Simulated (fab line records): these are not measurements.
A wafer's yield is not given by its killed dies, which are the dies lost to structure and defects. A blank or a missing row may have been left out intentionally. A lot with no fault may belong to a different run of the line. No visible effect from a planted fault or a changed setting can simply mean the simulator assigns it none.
Matching of chambers :: flow nand harc :: 4 sister chambers for NHARC_A_CHANNEL_FILL_D1_ALD_16 on ald hk-01
The step deposits SiO2, target thk 1.5 nm, pulse time 10 s, ald cycles 15. 16 wafers are shown with their chamber, then 8 later ones without.

WAFERS, EACH WITH ITS CHAMBER
wafer: L077.1
chamber: 2
heater power w (W): 533
precursor pulse height rel: 0.992

wafer: L077.4
chamber: 1
heater power w (W): 493
precursor pulse height rel: 1.012

wafer: L077.6
chamber: 0
heater power w (W): 431
precursor pulse height rel: 1.005

wafer: L079.4
chamber: 1
heater power w (W): 478
precursor pulse height rel: 0.998

wafer: L079.5
chamber: 2
heater power w (W): 514
precursor pulse height rel: 1.030

wafer: L079.6
chamber: 1
heater power w (W): 483
precursor pulse height rel: 1.006

wafer: L084.1
chamber: 2
heater power w (W): 509
precursor pulse height rel: 1.010

wafer: L084.3
chamber: 1
heater power w (W): 478
precursor pulse height rel: 0.971

wafer: L084.5
chamber: 2
heater power w (W): 510
precursor pulse height rel: 1.023

wafer: L088.2
chamber: 1
heater power w (W): 480
precursor pulse height rel: 1.013

wafer: L088.5
chamber: 2
heater power w (W): 509
precursor pulse height rel: 1.001

wafer: L088.6
chamber: 3
heater power w (W): 450
precursor pulse height rel: 1.018

wafer: L089.2
chamber: 0
heater power w (W): 457
precursor pulse height rel: 0.982

wafer: L089.3
chamber: 3
heater power w (W): 451
precursor pulse height rel: 1.024

wafer: L089.6
chamber: 3
heater power w (W): 436
precursor pulse height rel: 0.976

wafer: L092.2
chamber: 1
heater power w (W): 489
precursor pulse height rel: 1.005

SIGNATURES (averages over the wafers above)
reading: heater power w
chamber 0: 444.00
chamber 1: 483.50
chamber 2: 515.00
chamber 3: 445.67
scatter within a chamber: 9.55

reading: precursor pulse height rel
chamber 0: 0.99350
chamber 1: 1.00083
chamber 2: 1.01120
chamber 3: 1.00600
scatter within a chamber: 0.0178
Rule: distance of a wafer from a chamber = root of the sum over the readings of ((wafer's reading minus chamber's mean) / reading's scatter) squared. The wafer belongs to the nearest chamber; if the next one is less than 2 further off, it can't be placed. The scatter: the root of (the sum of the squares of (reading less its chamber's mean) over the shown wafers, divided by (wafers less chambers)).

WAFERS WITH NO CHAMBER GIVEN
wafer: L092.5
heater power w (W): 454
precursor pulse height rel: 1.019

wafer: L092.6
heater power w (W): 456
precursor pulse height rel: 0.990

wafer: L095.1
heater power w (W): 473
precursor pulse height rel: 1.010

wafer: L095.2
heater power w (W): 438
precursor pulse height rel: 1.009

wafer: L095.6
heater power w (W): 450
precursor pulse height rel: 0.999

wafer: L096.2
heater power w (W): 451
precursor pulse height rel: 0.967

wafer: L096.5
heater power w (W): 490
precursor pulse height rel: 1.018

wafer: L096.6
heater power w (W): 450
precursor pulse height rel: 1.017

WHICH CHAMBER EACH ONE RAN IN
wafer: L092.5
from the rows above: can't be placed: 3 or 0
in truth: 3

wafer: L092.6
from the rows above: can't be placed: 0 or 3 or 1
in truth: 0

wafer: L095.1
from the rows above: can't be placed: 1 or 3 or 0
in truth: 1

wafer: L095.2
from the rows above: can't be placed: 3 or 0
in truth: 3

wafer: L095.6
from the rows above: can't be placed: 3 or 0
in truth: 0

wafer: L096.2
from the rows above: can't be placed: 0 or 3
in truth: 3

wafer: L096.5
from the rows above: can't be placed: 1 or 2
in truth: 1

wafer: L096.6
from the rows above: can't be placed: 3 or 0
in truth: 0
Correctly placed: 0 of 8. These rows do not allow placing 8 (true chamber among the candidates in 8). Placed wrongly: 0.
